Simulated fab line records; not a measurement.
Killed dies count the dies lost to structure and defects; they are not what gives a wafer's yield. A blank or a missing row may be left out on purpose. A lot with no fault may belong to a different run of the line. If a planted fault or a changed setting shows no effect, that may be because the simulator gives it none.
fab line records ; flow nand_harc
record lots=15; wafers=45; last_day=25
route steps=1159 shown A_SLIT@793 A_WL_FILL@815
lots that met no fault: taken from a fault-free run of the same line
start_h: the number of hours between the record's first day and the start of the first shown wafer of the lot ; wait_h: hours from the lot's prior step to this one ; " as in the row above ; L1.1+2: a row that stands for several wafers ; - no value, or no start was given ; * or withheld: withheld ; < > ~ a bound
route shown NAME@n: a module of which the file shows steps, and the number in the route of the first ; usual: mean and standard deviation over wafers with no fault ; same: alike in all rows ; chamber/n: place in a boat ; sites: per-site readings ; _std_site: standard deviation across them ; _edge_site: inner sites' mean taken away from outer sites' mean ; radius_mm: how far each site lies from the wafer's centre ; mask NAME#n: copy n ; behind: the last tool/chamber to shape the wafer ; hold: the reason the lot was held/the length of the hold in hours/how it ended ; device: the n, p or np transistor that did not switch ; end of line: tests run on the same wafers once the route is complete ; step lacking rows: just its recipe ; killed: at the first sort, the dies lost to defects and structure; wafer yield is something else ; map: per-die view of a wafer (x killed, . not killed, _ where there is no die)
set.NAME: the setting as run; set.NAME@STEP: as run at that earlier step ; model.NAME: the simulator's own value behind a step, which no gauge read
one table for each step of the route and one row for each wafer, over a sample of lots
services: when a tool's chamber went out of use (start_h, in hours from the record's first day, below 0 if earlier), for how many hours, and the reason
## steps
# step NHARC_A_SLIT_DESCUM_14
# recipe time_s=3; o2_flow_sccm=200; ar_flow_sccm=0; bias_power_w=0; chemistry=O2
# usual drypump_motor_current_A=6.0/0.42; oes_product_au=1.000/0.0094; rf_vpp_V=57.9/0.82; showerhead_plenum_p_Torr=1.94/0.075; throttle_valve_pct=11.312/0.0088
lot.wafer;tool;chamber;start_h;wait_h;drypump_motor_current_A;oes_product_au;rf_hours_counter_h;rf_vpp_V;showerhead_plenum_p_Torr;throttle_valve_pct
L546.1;rie_diel-04;3;311.36;0.1;6.2;1.016;1;58.5;1.97;11.305
L546.5;rie_diel-04;0;311.36;0.1;6.1;1.013;-;57.7;1.96;11.306
L546.6;rie_diel-04;1;311.36;0.1;6.3;0.999;-;58.1;1.95;11.308
L552.2;rie_diel-04;0;345.84;0.1;6.1;1.001;5;57.2;1.96;11.307
L552.5;rie_diel-04;2;345.84;0.1;6.3;0.998;-;56.9;1.92;11.311
L552.6;rie_diel-04;3;345.84;0.1;6.2;0.994;-;57.4;1.97;11.323
L551.4;rie_diel-11;1;347.78;0.1;6.6;1.017;10;57.8;1.80;11.301
L551.5;rie_diel-11;2;347.78;0.1;5.9;1.003;-;55.7;1.92;11.306
L551.6;rie_diel-11;3;347.78;0.1;5.1;1.010;-;57.5;2.05;11.307
L550.2;rie_diel-11;2;347.91;0.1;5.9;1.000;9;57.8;1.92;11.310
L550.5;rie_diel-11;2;347.91;0.1;5.9;0.987;-;57.1;1.92;11.325
L550.6;rie_diel-11;3;347.91;0.1;5.1;1.000;-;59.0;2.05;11.308
L560.1;rie_diel-04;2;396.34;0.1;6.3;1.005;6;58.1;1.92;11.312
L560.6;rie_diel-04;2;396.34;0.1;6.2;1.000;-;58.5;1.92;11.313
L560.5;rie_diel-04;0;396.34;0.1;6.1;1.006;-;58.5;1.95;11.319
L559.1;rie_diel-04;2;398.09;0.1;6.3;0.992;7;57.7;1.92;11.298
L559.4;rie_diel-04;0;398.09;0.1;6.1;1.015;-;58.3;1.95;11.304
L559.5;rie_diel-04;1;398.09;0.1;6.3;0.997;-;57.8;1.95;11.310
L561.2;rie_diel-11;1;415.65;0.1;6.6;1.007;2;57.1;1.80;11.320
L561.1;rie_diel-11;0;415.65;0.1;6.0;0.995;3;59.3;2.01;11.321
L561.5;rie_diel-11;2;415.65;0.1;5.9;0.994;-;58.4;1.92;11.297
L562.3;rie_diel-04;3;416.72;0.1;6.2;1.001;9;58.8;1.97;11.315
L562.5;rie_diel-04;3;416.72;0.1;6.2;0.996;-;58.3;1.97;11.320
L562.6;rie_diel-04;0;416.72;0.1;6.1;1.007;-;58.9;1.95;11.301
L564.2;rie_diel-04;2;427.93;0.1;6.3;1.004;10;56.6;1.92;11.314
L564.3;rie_diel-04;3;427.93;0.1;6.2;0.999;9;58.6;1.97;11.308
L564.6;rie_diel-04;1;427.93;0.1;6.3;1.008;-;56.9;1.95;11.316
L563.1;rie_diel-11;3;428.66;0.1;5.1;0.992;4;58.6;2.05;11.307
L563.4;rie_diel-11;0;428.66;0.1;6.1;0.997;3;56.7;2.01;11.301
L563.6;rie_diel-11;0;428.66;0.1;6.1;0.991;-;58.8;2.01;11.318
L565.3;rie_diel-04;1;429.07;0.1;6.3;0.988;12;58.8;1.95;11.313
L565.4;rie_diel-04;3;429.07;0.1;6.2;0.987;10;57.8;1.97;11.321
L565.6;rie_diel-04;2;429.07;0.1;6.3;0.996;-;57.2;1.92;11.309
L566.3;rie_diel-11;3;446.77;0.1;5.2;0.996;5;58.0;2.05;11.307
L566.4;rie_diel-11;0;446.77;0.1;6.0;0.982;4;58.2;2.01;11.314
L566.1;rie_diel-11;1;446.77;0.1;6.6;1.008;3;56.9;1.80;11.298
L568.1;rie_diel-07;2;456.92;0.1;5.7;0.994;2;58.2;1.79;11.318
L568.2;rie_diel-07;0;456.92;0.1;5.3;1.007;2;58.2;1.97;11.298
L568.5;rie_diel-07;1;456.92;0.1;5.8;0.997;-;58.7;2.03;11.315
L567.2;rie_diel-11;2;458.42;0.1;5.9;0.984;5;57.4;1.92;11.313
L567.4;rie_diel-11;3;458.42;0.1;5.1;0.995;6;56.7;2.05;11.308
L567.5;rie_diel-11;1;458.42;0.1;6.6;1.014;-;58.8;1.80;11.309
L569.2;rie_diel-11;3;467.87;0.1;5.1;1.007;6;57.0;2.05;11.325
L569.3;rie_diel-11;0;467.87;0.1;6.0;1.009;5;57.6;2.01;11.317
L569.5;rie_diel-11;0;467.87;0.1;6.0;0.990;-;57.4;2.01;11.300
# step NHARC_A_WL_FILL_ETCHBACK_05
# recipe target_depth_a=220; time_s=60; temp_c=40; chemistry=Cl2/BCl3
# usual chamber_pressure_mTorr=9.999/0.0092; drypump_motor_current_A=5.8/0.37; oes_product_au=1.000/0.0091
lot.wafer;tool;chamber;start_h;wait_h;chamber_pressure_mTorr;drypump_motor_current_A;oes_product_au;rf_hours_counter_h
L546.1;rie_metal-02;1;331.22;0.2;9.996;5.2;1.013;4.3
L546.5;rie_metal-02;1;331.22;0.2;9.991;5.2;1.010;-
L546.6;rie_metal-02;0;331.22;0.2;9.999;6.3;1.010;-
L551.4;rie_metal-01;1;361.74;0.1;-;-;-;-
L551.5;rie_metal-01;1;361.74;0.1;-;-;-;-
L551.6;rie_metal-01;0;361.74;0.1;-;-;-;-
L552.2;rie_metal-02;0;364.32;0.2;-;-;-;-
L552.5;rie_metal-02;1;364.32;0.2;-;-;-;-
L552.6;rie_metal-02;0;364.32;0.2;-;-;-;-
L550.2;rie_metal-03;0;366.29;0.2;-;-;-;-
L550.6;rie_metal-03;0;366.29;0.2;-;-;-;-
L550.5;rie_metal-03;1;366.29;0.2;-;-;-;-
L560.1;rie_metal-03;1;417.54;0.2;10.001;5.7;0.998;3.5
L560.6;rie_metal-03;0;417.54;0.2;10.010;5.6;0.979;-
L560.5;rie_metal-03;1;417.54;0.2;10.002;5.7;0.996;-
L559.1;rie_metal-01;1;417.67;0.2;9.984;6.3;0.988;2.5
L559.4;rie_metal-01;0;417.67;0.2;10.019;5.7;0.998;-
L559.5;rie_metal-01;0;417.67;0.2;9.995;5.7;1.003;-
L561.2;rie_metal-03;0;431.23;0.2;9.992;5.6;1.006;3.8
L561.1;rie_metal-03;1;431.23;0.2;10.007;5.7;1.000;3.8
L561.5;rie_metal-03;0;431.23;0.2;9.991;5.6;1.006;-
L562.3;rie_metal-01;1;431.52;0.1;10.010;6.3;1.005;-
L562.6;rie_metal-01;1;431.52;0.1;9.996;6.3;0.987;-
L562.5;rie_metal-01;0;431.52;0.1;9.990;5.7;1.006;-
L565.4;rie_metal-02;1;444.83;0.1;9.997;5.2;0.993;-
L565.3;rie_metal-02;0;444.83;0.1;9.993;6.2;1.004;-
L565.6;rie_metal-02;1;444.83;0.1;9.998;5.2;0.996;-
L563.1;rie_metal-03;1;444.96;0.2;10.003;5.7;0.996;4.3
L563.4;rie_metal-03;1;444.96;0.2;9.996;5.7;0.987;-
L563.6;rie_metal-03;0;444.96;0.2;10.007;5.6;0.993;-
L564.2;rie_metal-01;0;447.64;0.2;10.004;5.7;0.996;3.3
L564.3;rie_metal-01;1;447.64;0.2;10.006;6.4;0.993;-
L564.6;rie_metal-01;0;447.64;0.2;10.011;5.7;0.993;-
L566.1;rie_metal-01;1;462.45;0.2;9.986;6.3;0.999;3.9
L566.3;rie_metal-01;1;462.45;0.2;10.011;6.3;1.006;-
L566.4;rie_metal-01;0;462.45;0.2;10.004;5.7;0.989;-
L568.1;rie_metal-01;0;473.22;0.2;9.994;5.7;0.983;4.1
L568.2;rie_metal-01;1;473.22;0.2;10.004;6.3;1.006;4.1
L568.5;rie_metal-01;1;473.22;0.2;10.004;6.3;1.001;-
L567.2;rie_metal-03;0;473.87;0.2;10.001;5.7;1.021;0.4
L567.4;rie_metal-03;0;473.87;0.2;9.993;5.7;1.017;-
L567.5;rie_metal-03;1;473.87;0.2;9.996;5.7;1.015;-
L569.2;rie_metal-03;0;490.41;0.2;10.005;5.7;1.006;0.7
L569.3;rie_metal-03;0;490.41;0.2;9.992;5.6;1.009;-
L569.5;rie_metal-03;1;490.41;0.2;9.994;5.7;0.997;-
# step NHARC_A_WL_FILL_ALD_10
# recipe target_thk_a=500; pulse_time_s=10; ald_cycles=500; temp_c=300; material=SiO2
# usual heater_power_w=476/38; precursor_pulse_height_rel=0.997/0.02
lot.wafer;tool;chamber;start_h;wait_h;heater_power_w;precursor_pulse_height_rel
L546.1;ald_hk-02;1;337.66;1.1;452;0.977
L546.5;ald_hk-02;0;340.72;4.1;441;0.959
L546.6;ald_hk-02;1;341.74;5.2;445;0.964
L551.4;ald_hk-01;1;371.33;1.1;384;0.990
L551.5;ald_hk-01;3;372.35;2.1;512;0.979
L551.6;ald_hk-01;0;372.35;2.1;436;0.989
L552.2;ald_hk-03;3;371.88;1.6;518;0.973
L552.6;ald_hk-03;0;371.88;1.6;469;0.977
L552.5;ald_hk-03;1;371.88;1.6;488;1.022
L550.2;ald_hk-02;3;373.34;3.1;502;0.981
L550.6;ald_hk-02;3;375.41;5.1;501;0.973
L550.5;ald_hk-02;0;375.41;5.1;451;0.979
L560.1;ald_hk-02;3;420.08;0.1;499;0.988
L560.5;ald_hk-02;3;422.12;2.1;499;0.965
L560.6;ald_hk-02;0;422.12;2.1;454;1.008
L559.1;ald_hk-01;3;423.32;0.1;525;0.982
L559.4;ald_hk-01;2;424.87;1.6;446;0.967
L559.5;ald_hk-01;0;425.91;2.7;448;0.989
L562.3;ald_hk-03;2;436.60;0.1;540;1.022
L562.5;ald_hk-03;2;438.66;2.1;544;1.007
L562.6;ald_hk-03;3;438.66;2.1;535;0.989
L561.2;ald_hk-02;0;437.63;1.1;459;1.003
L561.1;ald_hk-02;1;437.63;1.1;458;1.002
L561.5;ald_hk-02;3;439.18;2.6;507;1.004
L565.3;ald_hk-03;3;450.23;0.1;534;0.967
L565.4;ald_hk-03;0;450.23;0.1;473;1.037
L565.6;ald_hk-03;3;452.30;2.1;535;1.002
L564.3;ald_hk-02;1;450.23;0.0;445;1.017
L564.2;ald_hk-02;3;451.24;1.1;506;1.026
L564.6;ald_hk-02;1;452.26;2.1;443;1.018
L563.4;ald_hk-01;2;451.34;1.2;448;0.950
L563.1;ald_hk-01;3;451.34;1.2;529;1.007
L563.6;ald_hk-01;1;452.88;2.7;403;1.019
L566.1;ald_hk-01;1;467.84;0.1;412;0.979
L566.4;ald_hk-01;2;467.84;0.1;442;1.002
L566.3;ald_hk-01;3;467.84;0.1;518;0.976
L568.1;ald_hk-01;0;479.28;0.4;457;1.008
L568.2;ald_hk-01;1;479.28;0.4;417;0.937
L568.5;ald_hk-01;1;481.89;3.0;415;1.012
L567.2;ald_hk-02;3;481.22;2.3;491;1.005
L567.4;ald_hk-02;2;482.78;3.9;456;1.036
L567.5;ald_hk-02;0;483.81;4.9;475;0.972
L569.2;ald_hk-02;2;496.96;1.1;462;1.004
L569.3;ald_hk-02;3;496.96;1.1;482;0.990
L569.5;ald_hk-02;0;496.96;1.1;462;0.983
# step NHARC_A_WL_FILL_STRIP_29
# recipe time_s=20; o2_flow_sccm=500; ar_flow_sccm=0; bias_w=0; chemistry=O2
# usual drypump_motor_current_A=5.75/0.3; oes_product_au=0.999/0.0096; rf_vpp_V=57.8/0.86; showerhead_plenum_p_Torr=3.56/0.13; throttle_valve_pct=17.037/0.009
lot.wafer;tool;chamber;start_h;wait_h;drypump_motor_current_A;oes_product_au;rf_hours_counter_h;rf_vpp_V;showerhead_plenum_p_Torr;throttle_valve_pct
L546.1;rie_diel-01;2;344.40;0.1;5.37;1.002;0.5;57.3;3.76;17.058
L546.6;rie_diel-01;2;344.40;0.1;5.35;1.003;-;58.8;3.76;17.036
L546.5;rie_diel-01;3;344.40;0.1;6.16;0.976;-;58.1;3.49;17.030
L551.4;rie_diel-13;0;375.07;0.1;5.70;1.028;3.8;57.6;3.56;17.043
L551.5;rie_diel-13;1;375.07;0.1;6.21;1.002;-;59.4;3.65;17.037
L551.6;rie_diel-13;2;375.07;0.1;5.50;0.991;-;57.8;3.60;17.038
L552.2;rie_diel-13;3;375.10;0.1;5.65;1.021;3.7;59.5;3.75;17.035
L552.5;rie_diel-13;0;375.10;0.1;5.71;1.016;-;57.8;3.56;17.025
L552.6;rie_diel-13;1;375.10;0.1;6.19;1.003;-;58.0;3.65;17.054
L550.2;rie_diel-13;1;378.09;0.1;6.22;1.006;3.5;58.0;3.65;17.031
L550.5;rie_diel-13;3;378.09;0.1;5.66;1.022;-;59.3;3.75;17.026
L550.6;rie_diel-13;0;378.09;0.1;5.69;1.020;-;57.3;3.56;17.042
L560.1;rie_diel-01;1;424.80;0.1;6.06;0.983;2.8;58.8;3.56;17.026
L560.5;rie_diel-01;0;424.80;0.1;5.42;0.996;-;57.6;3.44;17.043
L560.6;rie_diel-01;1;424.80;0.1;6.07;0.982;-;58.0;3.56;17.049
L559.4;rie_diel-08;1;428.08;0.1;5.60;0.997;7.7;56.7;3.43;17.058
L559.1;rie_diel-08;3;428.08;0.1;5.41;1.007;7.2;58.4;3.36;17.029
L559.5;rie_diel-08;1;428.08;0.1;5.59;0.998;-;57.8;3.43;17.030
L561.2;rie_diel-08;0;441.33;0.1;6.07;1.002;7.9;58.1;3.47;17.035
L561.1;rie_diel-08;3;441.33;0.1;5.40;0.994;8.0;56.7;3.36;17.042
L561.5;rie_diel-08;1;441.33;0.1;5.59;0.999;-;58.0;3.43;17.035
L562.3;rie_diel-13;2;441.34;0.1;5.49;0.999;6.0;57.4;3.60;17.054
L562.5;rie_diel-13;0;441.34;0.1;5.69;1.000;-;58.2;3.55;17.032
L562.6;rie_diel-13;1;441.34;0.1;6.18;1.009;-;59.5;3.65;17.042
L564.3;rie_diel-01;2;454.92;0.1;5.38;0.987;3.3;58.6;3.75;17.045
L564.2;rie_diel-01;1;454.92;0.1;6.06;0.983;3.5;57.7;3.56;17.026
L564.6;rie_diel-01;3;454.92;0.1;6.17;0.990;-;58.3;3.49;17.049
L565.3;rie_diel-08;0;454.97;0.1;6.08;1.001;8.2;57.2;3.47;17.043
L565.4;rie_diel-08;1;454.97;0.1;5.61;0.990;9.1;57.3;3.43;17.036
L565.6;rie_diel-08;0;454.97;0.1;6.08;1.002;-;58.3;3.47;17.035
L563.1;rie_diel-08;3;455.56;0.1;5.45;0.988;8.2;57.6;3.36;17.041
L563.4;rie_diel-08;1;455.56;0.1;5.57;1.008;9.1;57.6;3.43;17.040
L563.6;rie_diel-08;3;455.56;0.1;5.45;0.983;-;57.4;3.36;17.044
L566.1;rie_diel-01;1;472.57;0.1;6.05;0.997;3.8;56.4;3.56;17.036
L566.4;rie_diel-01;2;472.57;0.1;5.37;0.992;3.6;57.3;3.75;17.056
L566.3;rie_diel-01;0;472.57;0.1;5.42;1.000;3.7;58.1;3.44;17.026
L568.1;rie_diel-01;1;484.06;0.1;6.05;0.995;4.2;57.6;3.56;17.029
L568.2;rie_diel-01;3;484.06;0.1;6.16;0.999;3.8;57.2;3.49;17.037
L568.5;rie_diel-01;0;484.06;0.1;5.45;0.992;-;57.2;3.44;17.032
L567.4;rie_diel-01;0;485.97;0.1;5.42;1.002;4.2;57.3;3.44;17.022
L567.2;rie_diel-01;2;485.97;0.1;5.36;1.000;4.1;58.2;3.75;17.034
L567.5;rie_diel-01;3;485.97;0.1;6.17;1.009;-;58.2;3.49;17.050
L569.3;rie_diel-13;2;500.68;0.1;5.54;1.010;1.4;59.5;3.60;17.017
L569.2;rie_diel-13;3;500.68;0.1;5.66;1.007;1.4;57.3;3.75;17.039
L569.5;rie_diel-13;2;500.68;0.1;5.53;1.007;-;59.3;3.60;17.040
## services
tool;chamber;start_h;hours;kind
rie_diel-04;-;288.92;9.0;pm
rie_diel-01;2;289.42;4.9;repair
rie_diel-08;1;289.45;9.2;repair
rie_diel-08;-;301.82;9.0;pm
rie_metal-03;-;309.02;0.2;repair
rie_diel-04;2;310.00;5.4;repair
rie_diel-01;-;314.80;9.0;pm
rie_diel-08;2;326.84;4.0;repair
rie_metal-01;-;332.00;9.0;pm
rie_diel-11;-;366.50;9.0;pm
rie_diel-04;0;374.74;6.6;repair
rie_diel-04;3;389.28;15.7;repair
rie_diel-13;1;403.71;2.0;repair
ald_hk-01;-;406.00;10.0;pm
rie_diel-01;3;424.43;5.0;repair
rie_diel-04;3;444.79;35.0;repair
rie_diel-13;-;453.00;9.0;pm
rie_metal-03;-;453.00;9.0;pm
rie_metal-01;0;455.90;2.6;repair
ald_hk-02;-;458.27;10.0;pm
rie_metal-03;-;462.02;0.7;repair
rie_diel-04;-;465.92;9.0;pm
rie_diel-01;-;491.80;9.0;pm
rie_diel-13;0;498.31;4.2;repair
## key
first_sign step=NHARC_A_WL_FILL_ETCHBACK_05; reading=tool_record; direction=missing
effect none on later readings
met_at NHARC_A_WL_FILL_ETCHBACK_05
struck_lots L550,L551,L552
later_rows_left_out L550.2,L550.5,L550.6,L551.4,L551.5,L551.6,L552.2,L552.5,L552.6
sort_left_out L550.2,L550.5,L550.6,L551.4,L551.5,L551.6,L552.2,L552.5,L552.6
tester_left_out L550,L551,L552
not_acting_at NHARC_A_SLIT_DESCUM_14,NHARC_A_WL_FILL_ALD_10,NHARC_A_WL_FILL_STRIP_29
onset_between 331.22 361.74
fault kind=skipped_step_whole; tool=rie_metal-01,rie_metal-02,rie_metal-03; chamber=-; onset_h=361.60; steps=NHARC_A_WL_FILL_ETCHBACK_05; scope=struck_lots_only
# tester_left_out: of these lots the tester's yield and bins aren't shown, on N5 and GAA mostly nor the transistor test; their killed dies are dies lost to structure and defects alone, not to doping, threshold or leakage, so they don't give the yield
# sort_left_out: the simulated sort isn't trusted on such a fault, so these wafers' sort isn't shown, and their yield isn't known
# later_rows_left_out: the simulator's readings of these wafers behind a module that went badly wrong aren't trusted and aren't shown, but for the sort
